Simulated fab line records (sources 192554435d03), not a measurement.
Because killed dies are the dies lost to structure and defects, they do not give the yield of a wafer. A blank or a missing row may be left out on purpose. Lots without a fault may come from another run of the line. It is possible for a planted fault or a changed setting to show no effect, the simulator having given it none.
Which tool was responsible? / flow n5-finfet / Sampling: 8 lots, 24 wafers, 7 of 1938 route steps

== WHAT THE GAUGES SHOWED, per wafer ==
N5_DUMMY_GATE_CD_MEAS_50: the cd target is 14 nm. Usual: 13.8 nm for cd-nm, sd 0.53.
lot=L758; measured=day 2 23:40; on=cd-sem-02; cd-nm (nm)=14.5 13.9 13.4; flag=
lot=L761; measured=day 3 19:38; on=cd-sem-03; cd-nm (nm)=14.3 14.1 14.2; flag=
lot=L763; measured=day 4 09:57; on=cd-sem-02; cd-nm (nm)=13.7 14.0 14.2; flag=
lot=L773; measured=day 6 15:28; on=cd-sem-01; cd-nm (nm)=8.1 13.7 13.6; flag=OFF
lot=L775; measured=day 7 03:56; on=cd-sem-02; cd-nm (nm)=9.1 8.2 14.0; flag=OFF
lot=L778; measured=day 8 03:19; on=cd-sem-01; cd-nm (nm)=14.4 13.8 14.1; flag=
lot=L780; measured=day 8 11:19; on=cd-sem-03; cd-nm (nm)=13.7 14.5 13.9; flag=
lot=L781; measured=day 8 17:23; on=cd-sem-01; cd-nm (nm)=13.5 12.6 13.6; flag=

N5_DUMMY_GATE_CD_MEAS_24: the cd target is 15 nm. Usual: 14.8 nm for cd-nm, sd 0.56.
lot=L758; measured=day 3 00:09; on=cd-sem-02; cd-nm (nm)=14.9 15.6 14.5; flag=
lot=L761; measured=day 3 20:08; on=cd-sem-03; cd-nm (nm)=15.2 15.0 15.0; flag=
lot=L763; measured=day 4 10:27; on=cd-sem-03; cd-nm (nm)=15.2 15.4 14.9; flag=
lot=L773; measured=day 6 15:57; on=cd-sem-02; cd-nm (nm)=9.2 15.0 14.2; flag=OFF
lot=L775; measured=day 7 04:26; on=cd-sem-03; cd-nm (nm)=10.0 9.3 14.6; flag=OFF
lot=L778; measured=day 8 03:49; on=cd-sem-01; cd-nm (nm)=14.9 14.3 15.3; flag=
lot=L780; measured=day 8 11:49; on=cd-sem-01; cd-nm (nm)=14.9 15.2 14.4; flag=
lot=L781; measured=day 8 17:53; on=cd-sem-01; cd-nm (nm)=14.2 13.9 14.5; flag=

N5_BEOL_M4_RC_MEAS_101. Usual: DIBL_N 37.1 mV/V, standard deviation 2.6; DIBL_P 38 mV/V, standard deviation 3; IOFF_N 0.18 nA/um, standard deviation 0.052; IOFF_P 0.25 nA/um, standard deviation 0.06; ION_N 678 uA/um, standard deviation 15; ION_P 467 uA/um, standard deviation 8.6; SS_N 71.7 mV/dec, standard deviation 0.73; SS_P 73.7 mV/dec, standard deviation 0.89; VT_N 249 mV, standard deviation 4.3; VT_P -248 mV, standard deviation 3.8.
lot=L758; measured=day 10 15:06; on=prober-01; DIBL_N (mV/V)=33.4 32.1 32.3; DIBL_P (mV/V)=34 32 33; IOFF_N (nA/um)=0.13 0.12 0.10; IOFF_P (nA/um)=0.20 0.16 0.17; ION_N (uA/um)=648 659 648; ION_P (uA/um)=455 458 454; SS_N (mV/dec)=72.0 70.9 70.4; SS_P (mV/dec)=72.2 71.6 71.5; VT_N (mV)=254 253 260; VT_P (mV)=-247 -252 -251; flag=
lot=L761; measured=day 11 17:44; on=prober-01; DIBL_N (mV/V)=37.3 36.6 36.6; DIBL_P (mV/V)=39 36 38; IOFF_N (nA/um)=0.21 0.16 0.18; IOFF_P (nA/um)=0.29 0.23 0.29; ION_N (uA/um)=708 683 682; ION_P (uA/um)=478 467 476; SS_N (mV/dec)=71.3 72.1 70.9; SS_P (mV/dec)=74.5 73.8 74.0; VT_N (mV)=242 248 243; VT_P (mV)=-242 -246 -243; flag=
lot=L763; measured=day 12 09:07; on=prober-02; DIBL_N (mV/V)=34.7 33.9 34.8; DIBL_P (mV/V)=34 33 35; IOFF_N (nA/um)=0.13 0.12 0.13; IOFF_P (nA/um)=0.22 0.19 0.23; ION_N (uA/um)=659 661 674; ION_P (uA/um)=464 461 475; SS_N (mV/dec)=71.6 71.3 71.1; SS_P (mV/dec)=73.4 72.3 72.6; VT_N (mV)=251 253 255; VT_P (mV)=-247 -251 -246; flag=
lot=L773; measured=day 14 05:37; on=prober-01; DIBL_N (mV/V)=38.4 40.5; DIBL_P (mV/V)=38 41; IOFF_N (nA/um)=0.18 0.23; IOFF_P (nA/um)=0.24 0.32; ION_N (uA/um)=671 693; ION_P (uA/um)=469 476; SS_N (mV/dec)=71.9 72.6; SS_P (mV/dec)=73.8 74.8; VT_N (mV)=250 246; VT_P (mV)=-248 -243; flag=
lot=L775; measured=day 14 15:22; on=prober-02; DIBL_N (mV/V)=42.1; DIBL_P (mV/V)=43; IOFF_N (nA/um)=0.30; IOFF_P (nA/um)=0.40; ION_N (uA/um)=712; ION_P (uA/um)=482; SS_N (mV/dec)=72.6; SS_P (mV/dec)=75.5; VT_N (mV)=241; VT_P (mV)=-240; flag=
lot=L778; measured=day 15 15:13; on=prober-02; DIBL_N (mV/V)=38.0 33.1 35.1; DIBL_P (mV/V)=38 34 35; IOFF_N (nA/um)=0.18 0.10 0.13; IOFF_P (nA/um)=0.25 0.17 0.18; ION_N (uA/um)=675 655 666; ION_P (uA/um)=464 458 455; SS_N (mV/dec)=72.1 70.9 71.4; SS_P (mV/dec)=73.6 73.0 73.5; VT_N (mV)=250 258 253; VT_P (mV)=-248 -255 -253; flag=
lot=L780; measured=day 16 07:49; on=prober-02; DIBL_N (mV/V)=36.5 37.0 38.3; DIBL_P (mV/V)=39 39 41; IOFF_N (nA/um)=0.19 0.19 0.23; IOFF_P (nA/um)=0.26 0.26 0.30; ION_N (uA/um)=704 674 700; ION_P (uA/um)=484 462 477; SS_N (mV/dec)=71.2 72.0 71.3; SS_P (mV/dec)=74.6 73.8 74.7; VT_N (mV)=244 248 245; VT_P (mV)=-243 -248 -248; flag=
lot=L781; measured=day 16 15:21; on=prober-02; DIBL_N (mV/V)=39.7 40.2 38.0; DIBL_P (mV/V)=42 42 39; IOFF_N (nA/um)=0.26 0.25 0.22; IOFF_P (nA/um)=0.32 0.33 0.26; ION_N (uA/um)=694 682 681; ION_P (uA/um)=474 475 466; SS_N (mV/dec)=72.8 72.6 72.4; SS_P (mV/dec)=75.2 74.5 74.2; VT_N (mV)=241 246 245; VT_P (mV)=-245 -245 -246; flag=

== TOOL THAT RAN EACH LOT (tool first, then ch and the chambers of the sampled wafers, then the start) ==
lot=L758; N5_DUMMY_GATE_TRIM_49=rie-si-03 ch 0,3, day 2 23:31; N5_DUMMY_GATE_STRIP_40=rie-diel-03 ch 0,1, day 2 23:36; N5_DUMMY_GATE_ETCH_23=rie-si-05 ch 0,1,3, day 2 23:59; N5_DUMMY_GATE_ETCH_44=rie-si-05 ch 0,1,3, day 3 00:02
lot=L761; N5_DUMMY_GATE_TRIM_49=rie-si-05 ch 2,3, day 3 19:29; N5_DUMMY_GATE_STRIP_40=rie-diel-03 ch 0,1,3, day 3 19:35; N5_DUMMY_GATE_ETCH_23=rie-si-06 ch 0,3, day 3 19:58; N5_DUMMY_GATE_ETCH_44=rie-si-06 ch 0,3, day 3 20:01
lot=L763; N5_DUMMY_GATE_TRIM_49=rie-si-05 ch 0,1,2, day 4 09:48; N5_DUMMY_GATE_STRIP_40=rie-diel-03 ch 0,1,3, day 4 09:54; N5_DUMMY_GATE_ETCH_23=rie-si-03 ch 0,2,3, day 4 10:17; N5_DUMMY_GATE_ETCH_44=rie-si-03 ch 0,2,3, day 4 10:20
lot=L773; N5_DUMMY_GATE_TRIM_49=rie-si-05 ch 0,2, day 6 15:19; N5_DUMMY_GATE_STRIP_40=rie-diel-03 ch 0,1,2, day 6 15:24; N5_DUMMY_GATE_ETCH_23=rie-si-03 ch 0,1, day 6 15:47; N5_DUMMY_GATE_ETCH_44=rie-si-03 ch 0,1, day 6 15:50
lot=L775; N5_DUMMY_GATE_TRIM_49=rie-si-05 ch 0,1,3, day 7 03:47; N5_DUMMY_GATE_STRIP_40=rie-diel-06 ch 0,1,2, day 7 03:53; N5_DUMMY_GATE_ETCH_23=rie-si-06 ch 0,2,3, day 7 04:16; N5_DUMMY_GATE_ETCH_44=rie-si-06 ch 0,2,3, day 7 04:20
lot=L778; N5_DUMMY_GATE_TRIM_49=rie-si-06 ch 1,2,3, day 8 03:02; N5_DUMMY_GATE_STRIP_40=rie-diel-06 ch 1,2,3, day 8 03:15; N5_DUMMY_GATE_ETCH_23=rie-si-03 ch 0,2,3, day 8 03:38; N5_DUMMY_GATE_ETCH_44=rie-si-03 ch 0,2,3, day 8 03:42
lot=L780; N5_DUMMY_GATE_TRIM_49=rie-si-06 ch 1,2,3, day 8 11:10; N5_DUMMY_GATE_STRIP_40=rie-diel-06 ch 0,1,3, day 8 11:16; N5_DUMMY_GATE_ETCH_23=rie-si-05 ch 0,2,3, day 8 11:39; N5_DUMMY_GATE_ETCH_44=rie-si-05 ch 0,2,3, day 8 11:42
lot=L781; N5_DUMMY_GATE_TRIM_49=rie-si-03 ch 0,1,3, day 8 17:15; N5_DUMMY_GATE_STRIP_40=rie-diel-06 ch 0,1,2, day 8 17:20; N5_DUMMY_GATE_ETCH_23=rie-si-05 ch 0,2,3, day 8 17:43; N5_DUMMY_GATE_ETCH_44=rie-si-05 ch 0,2,3, day 8 17:47
- N5_DUMMY_GATE_TRIM_49: chemistry O2, time 29 s, target cd 14 nm.
- N5_DUMMY_GATE_STRIP_40: strips in CF4.
- N5_DUMMY_GATE_ETCH_23: etches poly-Si in HBr/Cl2/O2, target depth 41 nm, time 22.3 s.
- N5_DUMMY_GATE_ETCH_44: etches poly-Si in HBr/O2, stops on SiO2, target depth 127.5 nm.

== WHAT THE TOOLS THEMSELVES READ (means of the sampled wafers that have a number; where no wafer has one, the mark that the record gives instead) ==
N5_DUMMY_GATE_TRIM_49. Usual: drypump-motor-current-A 5.8 A, standard deviation 0.48; oes-product-au 1.006 a.u., standard deviation 0.022; throttle-valve-pct 8.13 %, standard deviation 0.13.
lot=L758; tool=rie-si-03; drypump-motor-current-A (A)=5.1; oes-product-au (a.u.)=1.038; throttle-valve-pct (%)=8.22; flag=
lot=L761; tool=rie-si-05; drypump-motor-current-A (A)=6.1; oes-product-au (a.u.)=1.003; throttle-valve-pct (%)=7.97; flag=
lot=L763; tool=rie-si-05; drypump-motor-current-A (A)=6.0; oes-product-au (a.u.)=0.998; throttle-valve-pct (%)=8.19; flag=
lot=L773; tool=rie-si-05; drypump-motor-current-A (A)=6.2; oes-product-au (a.u.)=1.135; throttle-valve-pct (%)=8.04; flag=OFF
lot=L775; tool=rie-si-05; drypump-motor-current-A (A)=5.8; oes-product-au (a.u.)=1.240; throttle-valve-pct (%)=8.16; flag=OFF
lot=L778; tool=rie-si-06; drypump-motor-current-A (A)=5.6; oes-product-au (a.u.)=1.003; throttle-valve-pct (%)=8.12; flag=
lot=L780; tool=rie-si-06; drypump-motor-current-A (A)=5.7; oes-product-au (a.u.)=0.998; throttle-valve-pct (%)=8.12; flag=
lot=L781; tool=rie-si-03; drypump-motor-current-A (A)=5.5; oes-product-au (a.u.)=1.009; throttle-valve-pct (%)=8.16; flag=

N5_DUMMY_GATE_STRIP_40. Usual: drypump-motor-current-A 5.8 A, standard deviation 0.38; oes-product-au 0.81 a.u., standard deviation 0.088; rf-vpp-V 271.7 V, standard deviation 1.7; showerhead-plenum-p-Torr 1.82 Torr, standard deviation 0.066; throttle-valve-pct 13.46 %, standard deviation 0.25.
lot=L758; tool=rie-diel-03; drypump-motor-current-A (A)=5.9; oes-product-au (a.u.)=0.75; rf-vpp-V (V)=271.3; showerhead-plenum-p-Torr (Torr)=1.83; throttle-valve-pct (%)=13.68; flag=
lot=L761; tool=rie-diel-03; drypump-motor-current-A (A)=5.7; oes-product-au (a.u.)=0.83; rf-vpp-V (V)=272.4; showerhead-plenum-p-Torr (Torr)=1.85; throttle-valve-pct (%)=13.49; flag=
lot=L763; tool=rie-diel-03; drypump-motor-current-A (A)=5.7; oes-product-au (a.u.)=0.82; rf-vpp-V (V)=273.4; showerhead-plenum-p-Torr (Torr)=1.85; throttle-valve-pct (%)=13.51; flag=
lot=L773; tool=rie-diel-03; drypump-motor-current-A (A)=6.0; oes-product-au (a.u.)=0.79; rf-vpp-V (V)=273.1; showerhead-plenum-p-Torr (Torr)=1.84; throttle-valve-pct (%)=13.51; flag=
lot=L775; tool=rie-diel-06; drypump-motor-current-A (A)=5.6; oes-product-au (a.u.)=0.80; rf-vpp-V (V)=271.5; showerhead-plenum-p-Torr (Torr)=1.82; throttle-valve-pct (%)=13.34; flag=
lot=L778; tool=rie-diel-06; drypump-motor-current-A (A)=5.4; oes-product-au (a.u.)=0.83; rf-vpp-V (V)=271.7; showerhead-plenum-p-Torr (Torr)=1.80; throttle-valve-pct (%)=13.38; flag=
lot=L780; tool=rie-diel-06; drypump-motor-current-A (A)=5.7; oes-product-au (a.u.)=0.79; rf-vpp-V (V)=271.1; showerhead-plenum-p-Torr (Torr)=1.79; throttle-valve-pct (%)=13.48; flag=
lot=L781; tool=rie-diel-06; drypump-motor-current-A (A)=5.6; oes-product-au (a.u.)=0.79; rf-vpp-V (V)=270.8; showerhead-plenum-p-Torr (Torr)=1.81; throttle-valve-pct (%)=13.36; flag=

N5_DUMMY_GATE_ETCH_23. Usual: bias-w 101.96 W, standard deviation 0.28; drypump-motor-current-A 5.8 A, standard deviation 0.46; oes-product-au 1.014 a.u., standard deviation 0.023; throttle-valve-pct 37.2 %, standard deviation 0.38.
lot=L758; tool=rie-si-05; bias-w (W)=101.90; drypump-motor-current-A (A)=5.8; oes-product-au (a.u.)=1.001; throttle-valve-pct (%)=37.4; flag=
lot=L761; tool=rie-si-06; bias-w (W)=102.01; drypump-motor-current-A (A)=6.0; oes-product-au (a.u.)=1.048; throttle-valve-pct (%)=37.3; flag=
lot=L763; tool=rie-si-03; bias-w (W)=102.12; drypump-motor-current-A (A)=5.4; oes-product-au (a.u.)=1.018; throttle-valve-pct (%)=37.0; flag=
lot=L773; tool=rie-si-03; bias-w (W)=102.41; drypump-motor-current-A (A)=5.5; oes-product-au (a.u.)=1.007; throttle-valve-pct (%)=37.2; flag=
lot=L775; tool=rie-si-06; bias-w (W)=102.00; drypump-motor-current-A (A)=5.7; oes-product-au (a.u.)=1.017; throttle-valve-pct (%)=37.5; flag=
lot=L778; tool=rie-si-03; bias-w (W)=101.85; drypump-motor-current-A (A)=5.4; oes-product-au (a.u.)=1.001; throttle-valve-pct (%)=37.0; flag=
lot=L780; tool=rie-si-05; bias-w (W)=101.80; drypump-motor-current-A (A)=6.0; oes-product-au (a.u.)=1.023; throttle-valve-pct (%)=37.3; flag=
lot=L781; tool=rie-si-05; bias-w (W)=102.10; drypump-motor-current-A (A)=6.0; oes-product-au (a.u.)=1.021; throttle-valve-pct (%)=37.3; flag=

N5_DUMMY_GATE_ETCH_44. Usual: bias-w 20.00 W, standard deviation 0.054; drypump-motor-current-A 5.8 A, standard deviation 0.46; oes-product-au 0.732 a.u., standard deviation 0.012; throttle-valve-pct 18.50 %, standard deviation 0.15.
lot=L758; tool=rie-si-05; bias-w (W)=20.03; drypump-motor-current-A (A)=5.8; oes-product-au (a.u.)=0.729; throttle-valve-pct (%)=18.60; flag=
lot=L761; tool=rie-si-06; bias-w (W)=19.98; drypump-motor-current-A (A)=6.0; oes-product-au (a.u.)=0.732; throttle-valve-pct (%)=18.42; flag=
lot=L763; tool=rie-si-03; bias-w (W)=20.05; drypump-motor-current-A (A)=5.4; oes-product-au (a.u.)=0.718; throttle-valve-pct (%)=18.47; flag=
lot=L773; tool=rie-si-03; bias-w (W)=19.93; drypump-motor-current-A (A)=5.5; oes-product-au (a.u.)=0.725; throttle-valve-pct (%)=18.50; flag=
lot=L775; tool=rie-si-06; bias-w (W)=20.04; drypump-motor-current-A (A)=5.7; oes-product-au (a.u.)=0.732; throttle-valve-pct (%)=18.53; flag=
lot=L778; tool=rie-si-03; bias-w (W)=20.03; drypump-motor-current-A (A)=5.3; oes-product-au (a.u.)=0.728; throttle-valve-pct (%)=18.46; flag=
lot=L780; tool=rie-si-05; bias-w (W)=19.98; drypump-motor-current-A (A)=6.0; oes-product-au (a.u.)=0.733; throttle-valve-pct (%)=18.45; flag=
lot=L781; tool=rie-si-05; bias-w (W)=19.95; drypump-motor-current-A (A)=6.0; oes-product-au (a.u.)=0.733; throttle-valve-pct (%)=18.46; flag=

== THE ANSWER, worked out from the rows above alone ==
Rule: lot off if the mean of its wafers having a number is beyond 3 standard deviations from the usual mean. A lot without any number at a reading at which 4 lots or more have one is off too. All remaining lots with rows at the step are treated as sound. The gauges are gone through in route order, then the tools' own readings, and for those a lot's mean is taken as printed above. The first step at which some lot is off is used, and at that step the reading that is off furthest; a lot without a number counts as furthest.
Off: L773, L775 (N5_DUMMY_GATE_CD_MEAS_50, cd-nm).
A tool fits if, at a process step before that reading, it ran every lot that is off, and no sound lot after the first of them. Not tried: the gauges at N5_DUMMY_GATE_CD_MEAS_50; whatever is off there is also off at N5_DUMMY_GATE_TRIM_49, on other tools, and gauge error can't account for it. One fits: rie-si-05 at N5_DUMMY_GATE_TRIM_49. Its last sound lot is L763 (day 4 09:48), its first lot that is off L773 (day 6 15:19): a fault that began between those two fits.
The tool's own readings at N5_DUMMY_GATE_TRIM_49 bear it out: on the lots that are off they differ by more than 5 times the standard deviation of the sound lots' means. oes-product-au reads 1.188 a.u. there against 1.008 a.u. on the sound lots.

== WHAT HAD BEEN PUT IN BY THE SIMULATOR ==
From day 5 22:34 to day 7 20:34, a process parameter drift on rie-si-05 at N5_DUMMY_GATE_TRIM_49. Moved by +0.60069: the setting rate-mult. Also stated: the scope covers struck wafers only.
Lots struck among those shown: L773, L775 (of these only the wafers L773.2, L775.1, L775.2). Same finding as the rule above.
